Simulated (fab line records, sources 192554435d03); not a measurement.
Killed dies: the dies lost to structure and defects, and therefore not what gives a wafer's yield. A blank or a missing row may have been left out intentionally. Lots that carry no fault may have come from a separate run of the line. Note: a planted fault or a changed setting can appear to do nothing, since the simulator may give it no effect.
fab line records	flow n5Finfet
record: lots: 4	wafers: 12	lastDay: 16
route steps=1938 shown HKMG_FIN@436 GATE_CUT@465 BEOL_M4@1111 PASSIVATION@1936
lots with no fault: from the same line, run without faults
startH: hours from the record's first day to the start of the lot's first wafer shown	waitH: how many hours have passed since the lot's step before this one	" identical to the entry in the row above	L1.1+2: a single row standing in for several wafers	- value missing, or start not given	* or withheld: withheld	< > ~ a bound
route shown NAME@n: NAME is a module with steps in the file, n the number in the route of the first one	usual: the fault-free wafers' mean and standard deviation	same: alike in all rows	chamber/n: place in a boat	sites: per-site readings	_std_site: how widely they spread, as a standard deviation	_edge_site: mean of outer sites minus mean of inner sites	radiusMm: how far each site lies from the wafer's centre	mask NAME#n: copy n	behind: the tool/chamber that last shaped the wafer	hold: why the lot was held/for how many hours/how that ended	device: which transistor (n, p or np) failed to switch	end of line: the tests these same wafers got at the end of their route	for a step that has no rows: nothing shown but its recipe	killed: the dies lost at the first sort to structure and to defects; this is not the yield of the wafer	map: the dies of a wafer, with x for killed, . for not killed, _ for no die there
set.NAME: the run value of the setting; set.NAME@STEP: its run value at that earlier step	model.NAME: the simulator's own value behind a step, which no gauge read
lots at some steps of the route; a table a step, a row a wafer
services: the hour from which a tool's chamber was out of use, counted from the record's first day as startH (under 0 if before that day), plus the number of hours and why
== steps ==
step: N5_HKMG_FIN_STRIP_33
recipe: chemistry: N2/H2	tempC: 40	n2FlowSccm: 200	h2FlowSccm: 200	rfFrequencyHz: 6e+07
step: N5_HKMG_FIN_STRIP_34
recipe: chemistry: CF4	resist: SiARC	powerW: 300	biasPowerW: 75	pressureMtorr: 50	cf4FlowSccm: 150	rfFrequencyHz: 6e+07
step: N5_HKMG_FIN_ETCH_35
recipe: chemistry: N2/H2	target: SOC	targetDepthA: 2158	ionEnergyEv: 65	biasW: 5	sourceW: 3000	timeS: 243.4	pressureMtorr: 30	n2FlowSccm: 200	h2FlowSccm: 200
step: N5_HKMG_FIN_STRIP_92
recipe: chemistry: N2/H2	material: SOC	timeS: 20	powerW: 500	tempC: 40	pressureMtorr: 50	rfFrequencyHz: 6e+07	biasPowerW: 8	h2Frac: 0.5	n2FlowSccm: 300	h2FlowSccm: 300
step: N5_HKMG_FIN_WET_ETCH_18
recipe: chemistry: SC1	target: TiN	mix: 1:1:5	tempC: *	timeS: 55	targetDepthNm: 5.2	dry: ipaMarangoni	rinseTimeS: 30	rinseTempC: 23
step: N5_HKMG_FIN_STRIP_19
recipe: chemistry: N2/H2	powerW: 2500	tempC: 300	h2Frac: 0.65	timeS: 360	pressureMtorr: withheld	n2FlowSccm: 1750	h2FlowSccm: 3250
step: N5_HKMG_FIN_ALD_91
recipe: material: TiN	targetThkA: 10	tempC: 400	aldPrecursorFamily: TiCl4	aldCoReactant: NH3	pulseTimeS: 1	purgeTimeS: 3	coReactantPurgeTimeS: 2	coReactantPulseTimeS: 2	aldCycles: 47	pressureTorr: 3
step: N5_HKMG_FIN_COAT_85
recipe: resist: SOC	tempC: 250	timeS: 60	spinRpm: 1500	resistThkNm: 300
step: N5_HKMG_FIN_ETCH_86
recipe: chemistry: N2/H2	target: SOC	targetDepthA: 3932	stopOn: TiN	ionEnergyEv: 100	biasW: 61	pressureMtorr: 30	sourceW: 850	n2FlowSccm: 200	h2FlowSccm: 200
step: N5_HKMG_FIN_STRIP_89
recipe: chemistry: N2/H2	material: SOC	timeS: 20	powerW: 500	tempC: 40	pressureMtorr: 50	rfFrequencyHz: 6e+07	biasPowerW: 8	h2Frac: 0.5	n2FlowSccm: 300	h2FlowSccm: 300
step: N5_HKMG_FIN_WET_ETCH_87
recipe: chemistry: SC1	target: TiN	mix: 1:2:40	tempC: 50	timeS: 154.2	targetDepthNm: 4.7	dry: ipaMarangoni	rinseTimeS: 30	rinseTempC: 23
step: N5_HKMG_FIN_STRIP_88
recipe: chemistry: N2/H2	powerW: 2500	tempC: 300	h2Frac: 0.65	timeS: 360	pressureMtorr: withheld	n2FlowSccm: 1750	h2FlowSccm: 3250
step: N5_HKMG_FIN_NWFM_ALD_20
recipe: material: TiAlC	targetThkA: 20	tempC: 300	aldPrecursorFamily: TiCl4	aldCoReactant: TEA	pulseTimeS: 3	purgeTimeS: 2	coReactantPurgeTimeS: 2	coReactantPulseTimeS: 10	aldCycles: 7	pressureTorr: 3
usual: aldCycles: 7/0	heaterPowerW: 487/50	precursorPulseHeightRel: 0.998/0.019
lot.wafer	tool	chamber	startH	waitH	aldCycles	heaterPowerW	precursorPulseHeightRel	model.TiAlC_of_HKMG_FIN_NWFM_ALD_20.thkNm
L715.3	aldMetal-03	2	127.17	0.1	7	556	0.999	2
L715.4	"	0	"	"	7	516	0.975	2
L715.6	"	1	"	"	7	496	0.983	2
L722.1	aldMetal-03	1	171.15	0.5	7	508	0.993	2
L722.3	"	2	"	"	9	551	1.014	2.6
L722.4	"	3	"	"	7	499	0.996	2
L726.1	aldMetal-03	1	189.95	0.3	7	514	0.988	2
L726.3	"	3	"	"	9	494	1.002	2.6
L726.4	"	2	"	"	7	537	1.006	2
L728.3	aldMetal-02	2	203.33	0.1	7	459	0.978	2
L728.4	"	1	"	"	7	473	1.014	2
L728.5	"	1	"	"	7	483	1.012	2
step: N5_HKMG_FIN_ALD_71
recipe: material: TiN	targetThkA: 10	tempC: 400	aldPrecursorFamily: TiCl4	aldCoReactant: NH3	pulseTimeS: 1	purgeTimeS: 3	coReactantPurgeTimeS: 2	coReactantPulseTimeS: 2	aldCycles: 47	pressureTorr: 3
step: N5_HKMG_FIN_COAT_66
recipe: resist: SOC	tempC: 250	timeS: 60	spinRpm: 1500	resistThkNm: 300
step: N5_HKMG_FIN_ETCH_67
recipe: chemistry: N2/H2	target: SOC	targetDepthA: 3889	stopOn: TiN	ionEnergyEv: 100	biasW: 61	pressureMtorr: 30	sourceW: 850	n2FlowSccm: 200	h2FlowSccm: 200
step: N5_HKMG_FIN_STRIP_90
recipe: chemistry: N2/H2	material: SOC	timeS: 20	powerW: 500	tempC: 40	pressureMtorr: 50	rfFrequencyHz: 6e+07	biasPowerW: 8	h2Frac: 0.5	n2FlowSccm: 300	h2FlowSccm: 300
step: N5_HKMG_FIN_WET_ETCH_73
recipe: chemistry: SC1	mix: 1:2:40	tempC: 50	timeS: 42.3	targetDepthNm: 1.3	dry: ipaMarangoni	rinseTimeS: 30	rinseTempC: 23
step: N5_HKMG_FIN_ETCHBACK_68
recipe: chemistry: Cl2/Ar	stopOn: HfO2	targetDepthA: 5	pressureMtorr: 10	icpW: 600	biasW: 60	Cl2_flow_sccm: 40	Ar_flow_sccm: 60
step: N5_HKMG_FIN_STRIP_69
recipe: chemistry: N2/H2	powerW: 2500	tempC: 300	h2Frac: 0.65	timeS: 360	pressureMtorr: withheld	n2FlowSccm: 1750	h2FlowSccm: 3250
step: N5_HKMG_FIN_ALD_21
recipe: material: TiN	targetThkA: 15	tempC: 400	aldPrecursorFamily: TiCl4	aldCoReactant: NH3	pulseTimeS: 1	purgeTimeS: 3	coReactantPurgeTimeS: 2	coReactantPulseTimeS: 2	aldCycles: 68	pressureTorr: 3
step: N5_HKMG_FIN_ALD_72
recipe: material: W	targetThkA: 20	tempC: 300	pressureTorr: 7.5	aldPrecursorFamily: WF6	aldCoReactant: B2H6	pulseTimeS: 1	purgeTimeS: 2	coReactantPurgeTimeS: 2	coReactantPulseTimeS: 3	aldCycles: 7
step: N5_HKMG_FIN_W_FILL_22
recipe: material: W	targetThkA: 600	tempC: 400	pressureTorr: 39.4	timeS: 18.2
step: N5_HKMG_FIN_PRECLEAN_83
recipe: chemistry: DIW	timeS: 57.5	tempC: 23
step: N5_HKMG_FIN_SRD_84
recipe: dryTimeS: 32	dry: n2Spin	spinRpm: 1500
step: N5_HKMG_FIN_CMP_23
recipe: stopOn: SiNx	tOverpolishS: 10	postCmpClean: rinseOnly	downForcePsi: 4	platenRpm: 50.289	padVelocityMS: 1.0006	targetThkNm: 46.326
step: N5_HKMG_FIN_CMP_94
recipe: stopOn: SiNx	postCmpClean: wDiluteNh4oh	tOverpolishS: 4.7	downForcePsi: 4	platenRpm: 50.289	padVelocityMS: 1.0006	targetThkNm: 43.299
step: N5_GATE_CUT_ETCHBACK_00
recipe: chemistry: SF6/Cl2	target: W	pressureMtorr: 8	icpW: 900	biasW: 80	SF6_flow_sccm: 40	Cl2_flow_sccm: 60
step: N5_GATE_CUT_ETCH_56
recipe: chemistry: Cl2/Ar	target: TiN	targetDepthA: 216	pressureMtorr: 10	icpW: 600	biasW: 60	Cl2_flow_sccm: 40	Ar_flow_sccm: 60
step: N5_GATE_CUT_ETCHBACK_30
recipe: chemistry: Cl2/Ar	target: TiN	targetDepthA: 30	mode: isotropic	pressureMtorr: 10	icpW: 600	biasW: 60	Cl2_flow_sccm: 40	Ar_flow_sccm: 60
step: N5_GATE_CUT_VAPOR_ETCH_60
recipe: chemistry: BCl3/Cl2	target: HfO2	mode: isotropic
step: N5_GATE_CUT_ETCH_58
recipe: chemistry: CH3F/O2	target: SiNx	targetDepthA: 170	timeS: 128.6	ionEnergyEv: 50	pressureMtorr: 30	sourceW: 415	biasW: 21	Ar_flow_sccm: 150	CH3F_flow_sccm: 30	O2_flow_sccm: 20
step: N5_GATE_CUT_STRIP_59
recipe: chemistry: N2/H2	timeS: 20	powerW: 100	tempC: 40	pressureMtorr: 100	rfFrequencyHz: 6e+07	biasPowerW: 3	n2FlowSccm: 300	h2FlowSccm: 300
step: N5_GATE_CUT_PRECLEAN_31
recipe: tempC: 23	chemistry: DIW	timeS: 300
step: N5_GATE_CUT_SRD_32
recipe: timeS: 30	tempC: 23	rinseLiquid: diw	dry: ipaMarangoni
step: N5_GATE_CUT_SAC_CAP_01
recipe: material: SiNx	targetThkA: 240	tempC: 400	aldPrecursorFamily: SiH2I2	aldCoReactant: N2/H2-plasma	pulseTimeS: 1	aldCycles: 480	purgeTimeS: 2	coReactantPurgeTimeS: 2	pressureTorr: 2
step: N5_GATE_CUT_PECVD_57
recipe: material: SiNx	targetThkA: 210	tempC: 400	precursor: SiH4/NH3/N2	pressureTorr: 1.5	rfW: 300
step: N5_GATE_CUT_CMP_02
recipe: stopOn: SiO2	tOverpolishS: 12.7	postCmpClean: alkalineBrush	downForcePsi: 2.5	platenRpm: 51.8	padVelocityMS: 1.0307	targetThkNm: 0
step: N5_GATE_CUT_HM_DEP_46
recipe: material: SiO2	targetThkA: 1300	tempC: 400	precursor: TEOS/O2	pressureTorr: 6.5	rfW: 900	teosFlowSccm: 161.4	gas: O2	flowSccm: 2650	timeS: 26.6
step: N5_BEOL_M4_RC_MEAS_101
usual: DIBL_N: 35.8/1.8	DIBL_P: 35.6/2	IOFF_N: 0.148/0.028	IOFF_N_85C: 2.9/0.46	IOFF_N_LIN: 0.070/0.01	IOFF_N_LONG: 5.5e-05/3.2e-06	IOFF_P: 0.20/0.034	ION_N: 672/12	ION_P: 462/8.5	SS_N: 71.2/0.65	SS_P: 73.1/0.67	VT_N: 251/3.3	VT_N_LONG: 274.5/2.4	VT_N_LVT: 100/3.3	VT_P: -251/3.8
lot.wafer	tool	chamber	startH	waitH	DIBL_N[mV/V]	DIBL_P[mV/V]	IOFF_N[nA/um]	IOFF_N_85C[nA/um]	IOFF_N_LIN[nA/um]	IOFF_N_LONG[nA/um]	IOFF_P[nA/um]	ION_N[uA/um]	ION_P[uA/um]	SS_N[mV/dec]	SS_P[mV/dec]	VT_N[mV]	VT_N_LONG[mV]	VT_N_LVT[mV]	VT_P[mV]
L715.3	prober-01	0	204.53	0.3	34.5	34.1	0.130	2.6	0.066	5.7e-05	0.21	667	461	70.9	72.8	254	273.6	100	-248
L715.4	"	0	"	"	34.9	34.2	0.126	2.5	0.064	5.6e-05	0.21	667	468	70.9	72.9	253	271.8	102	-248
L715.6	"	0	"	"	34.5	32.8	0.126	2.6	0.066	5.8e-05	0.19	676	471	70.6	73.7	253	271.9	101	-252
L722.1	prober-02	0	261.98	0.0	34.0	33.5	0.135	2.7	0.065	5.6e-05	0.20	668	464	71.5	72.7	252	276.3	100	-248
L722.3	"	0	"	"	35.9	35.7	0.560	8.9	0.258	0.000144	0.18	751	455	71.1	74.0	215	243.5	63	-254
L722.4	"	0	"	"	33.3	33.4	0.128	2.6	0.064	5.4e-05	0.21	660	468	70.8	72.4	250	275.5	100	-249
L726.1	prober-02	0	273.76	0.0	34.3	33.8	0.113	2.3	0.056	5.4e-05	0.16	658	452	70.9	72.3	258	272.2	103	-257
L726.3	"	0	"	"	33.6	33.0	0.356	6.0	0.180	0.000149	0.11	731	441	70.2	71.4	223	240.3	69	-264
L726.4	"	0	"	"	38.4	39.4	0.190	3.6	0.087	5.4e-05	0.24	689	467	71.5	73.6	249	271.1	96	-251
L728.3	prober-01	0	290.62	0.3	36.1	36.8	0.140	2.8	0.066	5.8e-05	0.20	661	454	71.8	73.3	253	270.1	100	-249
L728.4	"	0	"	"	38.2	38.9	0.176	3.4	0.079	5.8e-05	0.23	672	461	72.2	73.3	248	272.6	99	-251
L728.5	"	0	"	"	36.3	37.5	0.148	3.0	0.071	5.7e-05	0.20	662	455	71.2	74.3	250	273.1	100	-250
step: N5_PASSIVATION_PROBE_49
usual: defectLimitedYield: 91.3/1.5	killed_at_M0_to_M3: 34/11	killed_at_M4_up: 14/6.1	killedAtContacts: 12/5.9	killedAtFrontEnd: 39/11	killedAtOther: 4/3.3	killedDies: 102/18	killedOpen: 67/13	killedShort: 33/7.9	sort_bin_4_leakage: 0/0	sort_bin_5_function: 5.1/1	sort_bin_6_memory: 3.3/0.7	sort_bin_8_speed: 0.1/0.69	sortNPass: 1077/19	sortYieldPct: 91.3/1.6
same: grossDies: 1180	killedAtBackSide: 0
lot.wafer	tool	chamber	startH	waitH	defectLimitedYield[%]	killed_at_M0_to_M3	killed_at_M4_up	killedAtContacts	killedAtFrontEnd	killedAtOther	killedDies	killedOpen	killedShort	sort_bin_4_leakage[%]	sort_bin_5_function[%]	sort_bin_6_memory[%]	sort_bin_8_speed[%]	sortNPass	sortYieldPct[%]
L715.3	prober-01	-	306.65	0.1	92.1	18	6	17	43	9	93	56	35	0	4.3	3.3	0	1087	92.1
L715.4	prober-01	-	306.70	0.2	90.5	31	14	17	46	4	112	68	44	0	5.8	3.3	0	1068	90.5
L715.6	prober-01	-	306.80	0.3	93.0	18	6	7	45	7	83	62	21	0	4.1	2.7	0	1097	93.0
L722.1	prober-01	-	360.51	0.0	95.2	19	4	9	24	1	57	42	15	0	2.6	2.1	0	1123	95.2
L722.3	prober-01	-	360.61	0.1	91.9	18	6	20	48	3	95	59	36	65.17	4.7	3.0	0	316	26.8
L722.4	prober-01	-	360.66	0.2	93.0	20	7	15	39	2	83	59	20	0	4.1	2.8	0	1097	93.0
L726.1	prober-01	-	382.61	0.0	89.5	55	17	7	40	5	124	93	29	0	7.5	2.8	0	1056	89.5
L726.3	prober-01	-	382.71	0.1	89.2	50	14	17	44	2	127	80	45	3.56	7.3	3.4	0.5	1005	85.2
L726.4	prober-01	-	382.76	0.2	93.4	19	16	9	31	3	78	54	21	0	4.0	2.4	0	1102	93.4
L728.3	prober-01	-	386.77	0.1	92.3	31	12	13	35	0	91	58	29	0	5.4	2.1	0	1089	92.3
L728.4	prober-01	-	386.82	0.2	92.5	27	11	13	35	2	88	53	33	0	3.7	3.5	0	1092	92.5
L728.5	prober-01	-	386.87	0.2	93.5	31	7	8	29	2	77	49	26	0	4.3	1.9	0	1103	93.5
killed by level:class
L715.3 MOL_CONTACT_COAG:geometricParticle:open=13 STI_FIN_REVEAL:geometricParticle:open=10 GATE_CUT:geometricParticle:short=9 FIN_SAQP:geometricParticle:open=7 BEOL_M3:geometricParticle:open=6 STI_FIN_REVEAL:geometricParticle:short=5 BEOL_M0_SAQP:geometricParticle:open=4 DUMMY_GATE:geometricParticle:open=4
L715.4 MOL_CONTACT_COAG:geometricParticle:open=14 GATE_CUT:geometricParticle:short=12 BEOL_M3:geometricParticle:open=10 BEOL_M0_SAQP:geometricParticle:short=8 DUMMY_GATE:geometricParticle:open=7 BEOL_M0_SAQP:geometricParticle:open=7 FIN_SAQP:geometricParticle:open=6 BEOL_M4:geometricParticle:open=5
L715.6 FIN_SAQP:geometricParticle:open=14 STI_FIN_REVEAL:geometricParticle:open=12 MOL_CONTACT_COAG:geometricParticle:open=7 BEOL_M0_SAQP:geometricParticle:short=6 DUMMY_GATE:geometricParticle:open=4 GATE_CUT:geometricParticle:short=4 BEOL_M0_SAQP:geometricParticle:open=4 BEOL_M2:geometricParticle:open=4
L722.1 BEOL_M2:geometricParticle:open=9 MOL_CONTACT_COAG:geometricParticle:open=8 FIN_SAQP:geometricParticle:short=7 DUMMY_GATE:geometricParticle:open=6 BEOL_M1:geometricParticle:open=5 DUMMY_GATE:geometricParticle:short=3 STARTING-WAFER:geometricParticle:open=3 STI_FIN_REVEAL:geometricParticle:open=2
L722.3 MOL_CONTACT_COAG:geometricParticle:open=16 FIN_SAQP:geometricParticle:short=8 STI_FIN_REVEAL:geometricParticle:open=8 DUMMY_GATE:geometricParticle:open=7 STARTING-WAFER:geometricParticle:short=7 BEOL_M0_SAQP:geometricParticle:open=5 MOL_CONTACT_COAG:geometricParticle:short=4 GATE_CUT:geometricParticle:short=4
L722.4 DUMMY_GATE:geometricParticle:open=11 MOL_CONTACT_COAG:geometricParticle:open=10 STI_FIN_REVEAL:geometricParticle:open=8 FIN_SAQP:geometricParticle:open=5 BEOL_M2:geometricParticle:open=4 DUMMY_GATE:geometricParticle:short=3 GATE_CUT:geometricParticle:open=3 MOL_CONTACT_COAG:geometricParticle:short=3
L726.1 BEOL_M3:geometricParticle:open=29 BEOL_M2:geometricParticle:open=11 FIN_SAQP:geometricParticle:short=7 STI_FIN_REVEAL:geometricParticle:open=7 DUMMY_GATE:geometricParticle:open=6 MOL_CONTACT_COAG:geometricParticle:open=6 STARTING-WAFER:geometricParticle:open=5 BEOL_M1:geometricParticle:open=5
L726.3 MOL_CONTACT_COAG:geometricParticle:open=15 FIN_SAQP:geometricParticle:short=12 BEOL_M1:geometricParticle:open=11 BEOL_M0_SAQP:geometricParticle:open=9 BEOL_M4:geometricParticle:open=9 DUMMY_GATE:geometricParticle:open=8 BEOL_M2:geometricParticle:open=8 BEOL_M0_SAQP:geometricParticle:short=7
L726.4 MOL_CONTACT_COAG:geometricParticle:open=8 FIN_SAQP:geometricParticle:open=7 BEOL_M2:geometricParticle:open=7 FIN_SAQP:geometricParticle:short=6 STI_FIN_REVEAL:geometricParticle:open=6 DUMMY_GATE:geometricParticle:open=5 BEOL_M2:geometricParticle:short=3 BEOL_M4:geometricParticle:open=3
L728.3 STI_FIN_REVEAL:geometricParticle:open=11 BEOL_M0_SAQP:geometricParticle:short=10 FIN_SAQP:geometricParticle:open=8 BEOL_M0_SAQP:geometricParticle:open=8 MOL_CONTACT_COAG:geometricParticle:open=7 BEOL_M1:geometricParticle:open=5 GATE_CUT:geometricParticle:short=5 MOL_CONTACT_COAG:geometricParticle:short=4
L728.4 MOL_CONTACT_COAG:geometricParticle:open=10 BEOL_M0_SAQP:geometricParticle:short=8 BEOL_M0_SAQP:geometricParticle:open=6 STARTING-WAFER:geometricParticle:open=6 FIN_SAQP:geometricParticle:open=5 DUMMY_GATE:geometricParticle:open=4 GATE_CUT:geometricParticle:short=4 BEOL_M3:geometricParticle:open=4
L728.5 BEOL_M1:geometricParticle:open=8 BEOL_M0_SAQP:geometricParticle:open=7 GATE_CUT:geometricParticle:short=5 GATE_CUT:geometricParticle:open=5 MOL_CONTACT_COAG:geometricParticle:open=5 FIN_SAQP:geometricParticle:short=4 BEOL_M0_SAQP:geometricParticle:short=4 FIN_SAQP:geometricParticle:open=3
map L722.3 (x killed, . not)
_________________............________________
______________.......x..x..x.x.._____________
___________........................__________
__________..x......x..x.....x......._________
________...x.........................._______
_______..................x..........x..______
______.................x.......x...x.xx._____
_____....................x.........x.....____
____..............x.......................___
___..x....x..............................xx__
___...........................x............__
__.........x...x.....x.....x....x.x........._
__.x......x....x.......xx..............x...._
_...........x......x....x.............x......
_..x....x...x........x....x.............xx...
_............xx....x................x.....x..
_...x.................x..........x...........
_............x.....................x.x.......
_...x..........x......................x......
_..............x.............................
_..........x..............x..................
__.........x...x.......x....x..............._
__............x.............x.x......x......_
___....x...................................__
___.....x.....................x......x.....__
____...................x..........x.......___
_____................x.x...x....x....x...____
______x................................._____
_______......................xx...x....______
________..x............x...x.........._______
__________..x......................._________
___________.....xx...............x.__________
______________.................._____________
_________________.x..........________________
map L726.3 (x killed, . not)
_________________............________________
______________.x.....x.......x.._____________
___________.....x...........x......__________
__________.................x........_________
________.................x...x...x..x._______
_______.........x..........x...........______
______......x.xx..............x.x......x_____
_____.x.......................x.......x..____
____........x......x......................___
___.....x...............x...x....x.x..x....__
___.........x....x............x...x........__
__.xx.......................x...x.........x._
__.x............x.........x............x..x._
_...x.........x....x.....x...........x.......
_.xx....................x................x...
_.x...x........x.....x...............x.......
_x..x........................x...............
_.x....x...............x........xx.......xx..
_...x...............x............x...........
_..........x......................x..x.x.xxx.
_.x.......xx........x..x...x....x....x.......
__...x..x..x.........x..............x......._
__.....x.xx.........................x......._
___...............xx......x..x.........x.x.__
___....x....x.............x..x..x..........__
____.........x............................___
_____......................x.....x....x..____
______...x.......x.....x.xx............x_____
_______.....x......................x...______
________..................x..........._______
__________.........x...x......x....._________
___________.x........x.............__________
______________...x..x..x........_____________
_________________.........x..________________
== services ==
tool	chamber	startH	hours	kind
aldMetal-02	-	107.38	0.4	repair
aldMetal-03	0	149.94	1.9	repair
== key ==
firstSign: step: N5_HKMG_FIN_NWFM_ALD_20	reading: aldCycles	direction: up	sigmas: 99+	usual: *	struck: *
effect: step: N5_BEOL_M4_RC_MEAS_101	reading: IOFF_N_LONG	direction: up	sigmas: 28	usual: 5.5e-05	struck: 0.000146
effect: step: N5_BEOL_M4_RC_MEAS_101	reading: IOFF_N_LIN	direction: up	sigmas: 15	usual: 0.070	struck: 0.219
effect: step: N5_BEOL_M4_RC_MEAS_101	reading: VT_N_LONG	direction: down	sigmas: 13	usual: 274.5	struck: 241.9
effect: step: N5_BEOL_M4_RC_MEAS_101	reading: IOFF_N	direction: up	sigmas: 11	usual: 0.148	struck: 0.458
effect: step: N5_BEOL_M4_RC_MEAS_101	reading: VT_N_LVT	direction: down	sigmas: 10	usual: 100	struck: 66
effect: step: N5_BEOL_M4_RC_MEAS_101	reading: IOFF_N_85C	direction: up	sigmas: 10	usual: 2.9	struck: 7.5
effect: step: N5_BEOL_M4_RC_MEAS_101	reading: VT_N	direction: down	sigmas: 9.7	usual: 251	struck: 219
effect: step: N5_BEOL_M4_RC_MEAS_101	reading: ION_N	direction: up	sigmas: 5.6	usual: 672	struck: 741
effect: step: N5_PASSIVATION_PROBE_49	reading: sort_bin_4_leakage	direction: up	sigmas: 99+	usual: 0	struck: 34.36
modelEffect: step: N5_HKMG_FIN_NWFM_ALD_20	value: TiAlC_of_HKMG_FIN_NWFM_ALD_20.thkNm	without: 2	struck: 2.6
metAt N5_HKMG_FIN_NWFM_ALD_20
struckWafers L722.3,L726.3
onsetBetween 127.17 171.15
fault: kind: processParameterDrift	tool: aldMetal-03	chamber: -	onsetH: 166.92	steps: N5_HKMG_FIN_NWFM_ALD_20	channel: aldCycles	offset: *	shape: step	endH: 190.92	scope: struckWafersOnly	actsIn: *	stated: *
